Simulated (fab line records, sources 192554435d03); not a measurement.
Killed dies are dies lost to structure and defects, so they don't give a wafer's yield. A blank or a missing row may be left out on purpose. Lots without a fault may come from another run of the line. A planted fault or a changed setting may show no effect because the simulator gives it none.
A struck lot beside a sound one | flow n5_finfet | 15 steps out of a route of 1938
Sound: wafers L522.2, L522.5, L522.6. Struck: wafer L517.6. (L517.5 of the same lot was not struck and is left out.) The cause comes at the end.
At each step with rows: each side's tool, then ch and its chambers, then its first start. Under that, the readings that differ: sound wafers | struck wafers | difference of the means | sigmas: that difference in standard deviations of wafers without a fault.
alike: readings whose means differ by less than 2 such deviations, and words and numbers that are the same on both sides. not compared: withheld readings, readings that some wafer has no value for, bounds like >300 that may hide the same value, and numbers for which the record gives no deviation and whose values overlap.
The two part at a step that has a row with sigmas, a row that says differs or no value, or rows on one side only. Numbers that don't overlap but have no deviation are shown without sigmas and don't part them. A reading that every wafer of one side lacks parts them only if that side has two wafers or more.

first, 5 steps without rows for these wafers: N5_BEOL_M1_EBR_24; N5_BEOL_M1_SOFTBAKE_23 (time 60 s); N5_BEOL_M1_EXPOSE_25 (exposes mask V0, defocus 5 nm, target cd 24 nm); N5_BEOL_M1_PEB_26 (peb time 60 s); N5_BEOL_M1_DEVELOP_27 (develop time 30 s).
N5_BEOL_M1_CD_MEAS_28: target cd y 23.3 nm.
  sound on cd_sem-03 ch 0, day 10 08:13; struck on cd_sem-02 ch 0, day 9 04:01
  alike: cd_nm
N5_BEOL_M1_OVL_MEAS_29:
  sound on overlay-01 ch 0, day 10 08:15; struck on overlay-02 ch 0, day 9 04:04
  alike: V0_OVL
N5_BEOL_M1_INSPECT_30: inspects for defects (brightfield).
  sound on defect_inspect-02, day 10 08:18; struck on defect_inspect-01, day 9 04:05
  alike: raw_defect_count
N5_BEOL_M1_DESCUM_33: chemistry O2, time 7 s.
  sound on rie_diel-05 ch 0,1, day 10 08:20; struck on rie_diel-02 ch 0, day 9 04:08
  alike: drypump_motor_current_A, o2_flow_sccm, oes_product_au, rf_vpp_V, showerhead_plenum_p_Torr, throttle_valve_pct
  not compared: rf_hours_counter_h
N5_BEOL_M1_ETCH_77: etches underlayer in N2/H2, target depth 6.5 nm, time 5.2 s.
  sound on rie_diel-05 ch 0,1, day 10 08:22; struck on rie_diel-02 ch 0, day 9 04:10
  alike: drypump_motor_current_A, etch_rf_on_time_s, oes_product_au, rf_vpp_V, showerhead_plenum_p_Torr, throttle_valve_pct
  not compared: rf_hours_counter_h
N5_BEOL_M1_ETCH_69: etches SiARC in CF4, target depth 15.6 nm, time 26 s.
  sound on rie_diel-05 ch 0,1, day 10 08:23; struck on rie_diel-02 ch 0, day 9 04:12
  alike: cf4_flow_sccm, drypump_motor_current_A, etch_rf_on_time_s, oes_product_au, rf_vpp_V, showerhead_plenum_p_Torr, throttle_valve_pct
  not compared: rf_hours_counter_h
N5_BEOL_M1_ALD_98: deposits SiO2, target thk 2.5 nm, pulse time 1 s, co reactant pulse time 1 s.
  sound on ald_sin-02 ch 0,1, day 10 08:34; struck on ald_sin-03 ch 1, day 9 04:18
  alike: heater_power_w, precursor_pulse_height_rel
N5_BEOL_M1_ETCHBACK_99: etches SiO2 in CHF3, target depth 5 nm, time 10.4 s.
  sound on rie_diel-05 ch 0,1,2, day 10 19:19; struck on rie_diel-04 ch 3, day 9 11:55
  reading                                      | sound          | struck | difference | sigmas
  oes_product_au (a.u.)                        | 0.80 0.68 0.69 | 1.10   | +0.38      | +4
  model.CAR-EUV_of_BEOL_M1_COAT_22.thk_nm (nm) | 10.4 10.4 10.4 | 9.8    | -0.6       |
  alike: drypump_motor_current_A, rf_vpp_V, showerhead_plenum_p_Torr, throttle_valve_pct
  not compared: rf_hours_counter_h
N5_BEOL_M1_ETCH_70: etches SOC in N2/H2, target depth 80 nm, overetch 16 nm, time 120 s.
  sound on rie_diel-05 ch 0,1,2, day 10 19:22; struck on rie_diel-04 ch 3, day 9 11:59
  alike: drypump_motor_current_A, oes_product_au, rf_vpp_V, showerhead_plenum_p_Torr, throttle_valve_pct
  not compared: rf_hours_counter_h
-- the record jumps here: 2 days lie between the struck wafers' starts before and after (it left off in module BEOL_M1 and takes up again in module BEOL_M4, whose first step shown is number 1111 of the route) --
N5_BEOL_M4_RC_MEAS_101:
  sound on prober-01 ch 0, day 13 00:11; struck on prober-01 ch 0, day 11 20:31
  alike: DIBL_N, DIBL_P, IOFF_N, IOFF_P, ION_N, ION_P, SS_N, SS_P, VT_N, VT_P

WHERE THEY PART
Only at N5_BEOL_M1_ETCHBACK_99, within this record. Later steps at which nothing parts them and some readings are alike: N5_BEOL_M1_ETCH_70, N5_BEOL_M4_RC_MEAS_101.

WHY: what the simulator had put in
Process parameter drift: rie_diel-04, from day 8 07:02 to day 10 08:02, at N5_BEOL_M1_ETCHBACK_99. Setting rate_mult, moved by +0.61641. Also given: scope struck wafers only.
